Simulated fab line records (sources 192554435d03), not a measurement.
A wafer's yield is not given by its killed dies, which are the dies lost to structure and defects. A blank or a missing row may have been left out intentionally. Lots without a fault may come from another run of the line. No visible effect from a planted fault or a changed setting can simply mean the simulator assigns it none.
Matching of chambers + flow n5-finfet + rie-diel-05 running N5_MIM_TOP_LITHO_DESCUM_10: 4 sister chambers
The step chemistry O2, time 7.9 s. 4 wafers are shown with their chamber, then 8 later ones without.

WAFERS PAIRED WITH THEIR CHAMBERS
| wafer  | chamber | showerhead-plenum-p-Torr (Torr) |
|--------|---------|---------------------------------|
| L078.6 | 1       | 2.20                            |
| L087.1 | 0       | 2.18                            |
| L087.6 | 2       | 2.07                            |
| L090.2 | 3       | 2.22                            |

WAFERS WITH NO CHAMBER GIVEN
| wafer  | showerhead-plenum-p-Torr (Torr) |
|--------|---------------------------------|
| L090.3 | 2.07                            |
| L090.6 | 2.07                            |
| L088.1 | 2.18                            |
| L088.5 | 2.19                            |
| L088.6 | 2.07                            |
| L097.2 | 2.19                            |
| L097.3 | 2.21                            |
| L097.6 | 2.06                            |

THE CHAMBER EACH PASSED THROUGH
| wafer  | from the rows above     | in truth |
|--------|-------------------------|----------|
| L090.3 | 2                       | 2        |
| L090.6 | 2                       | 2        |
| L088.1 | 0                       | 0        |
| L088.5 | can't be placed: 0 or 1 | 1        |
| L088.6 | 2                       | 2        |
| L097.2 | can't be placed: 0 or 1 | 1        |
| L097.3 | can't be placed: 1 or 3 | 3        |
| L097.6 | 2                       | 2        |
5 of 8 placed correctly. Not placeable from these rows: 3 (in 3, the candidates include the true chamber). 0 placed wrongly.
How it was worked out, from the rows above alone: a wafer's distance from a chamber is the root of the sum, over the readings, of the square of ((its reading less the chamber's mean) divided by the reading's scatter). The wafer belongs to the nearest chamber; if the next one is less than 2 further off, it can't be placed. Each chamber's mean is taken over the wafers shown for it. The scatter: root of mean squared gap, hidden wafer to nearest shown wafer, with one shown wafer a chamber.
